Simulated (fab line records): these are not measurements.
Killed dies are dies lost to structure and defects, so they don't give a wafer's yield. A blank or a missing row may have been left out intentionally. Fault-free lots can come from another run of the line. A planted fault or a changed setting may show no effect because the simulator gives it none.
Matching of chambers :: flow nand harc :: rie si-01 running NHARC_A_ZERO_WELL_ETCH_13: 4 sister chambers
The step etches the open film in HBr/Cl2, target depth 120 nm, time 40.1 s. 7 wafers are shown with their chamber, then 7 later ones without.

## WAFERS WITH THEIR CHAMBER
wafer: L549.6
chamber: 0
oes product au (a.u.): 0.983
throttle valve pct (%): 26.403

wafer: L551.1
chamber: 2
oes product au (a.u.): 1.004
throttle valve pct (%): 26.399

wafer: L553.3
chamber: 0
oes product au (a.u.): 0.987
throttle valve pct (%): 26.404

wafer: L553.4
chamber: 3
oes product au (a.u.): 1.009
throttle valve pct (%): 26.379

wafer: L553.5
chamber: 1
oes product au (a.u.): 1.008
throttle valve pct (%): 26.390

wafer: L556.1
chamber: 3
oes product au (a.u.): 1.005
throttle valve pct (%): 26.414

wafer: L556.2
chamber: 1
oes product au (a.u.): 0.992
throttle valve pct (%): 26.423

## WAFERS WHOSE CHAMBER IS MISSING
wafer: L556.4
oes product au (a.u.): 1.001
throttle valve pct (%): 26.407

wafer: L557.2
oes product au (a.u.): 1.000
throttle valve pct (%): 26.401

wafer: L557.3
oes product au (a.u.): 0.999
throttle valve pct (%): 26.427

wafer: L557.6
oes product au (a.u.): 0.996
throttle valve pct (%): 26.405

wafer: L565.2
oes product au (a.u.): 1.003
throttle valve pct (%): 26.386

wafer: L565.3
oes product au (a.u.): 0.996
throttle valve pct (%): 26.416

wafer: L565.5
oes product au (a.u.): 1.002
throttle valve pct (%): 26.406

## CHAMBER TAKEN BY EACH
wafer: L556.4
from the rows above: can't be placed: 1 or 2 or 3
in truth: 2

wafer: L557.2
from the rows above: can't be placed: 1 or 2 or 3 or 0
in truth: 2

wafer: L557.3
from the rows above: can't be placed: 1 or 2 or 3 or 0
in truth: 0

wafer: L557.6
from the rows above: can't be placed: 1 or 2 or 0 or 3
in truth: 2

wafer: L565.2
from the rows above: can't be placed: 2 or 3 or 1
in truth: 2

wafer: L565.3
from the rows above: can't be placed: 1 or 2 or 0 or 3
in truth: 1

wafer: L565.5
from the rows above: can't be placed: 1 or 2 or 3
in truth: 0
Correct placement for 0 of the 7. Unplaceable from these rows: 7, with the true chamber sitting among the candidates in 6. 0 placed wrongly.
How it was worked out, from the rows above alone: a wafer's distance from a chamber is the root of the sum, over the readings, of the square of ((its reading less the chamber's mean) divided by the reading's scatter). If the next closest chamber is less than 2 further off than the closest, the wafer can't be placed; otherwise it belongs to the closest. The mean given for a chamber averages the wafers shown for that chamber. The scatter: take each reading less its chamber's mean, square it, sum over the shown wafers, divide by the number of wafers less the number of chambers, and take the root.
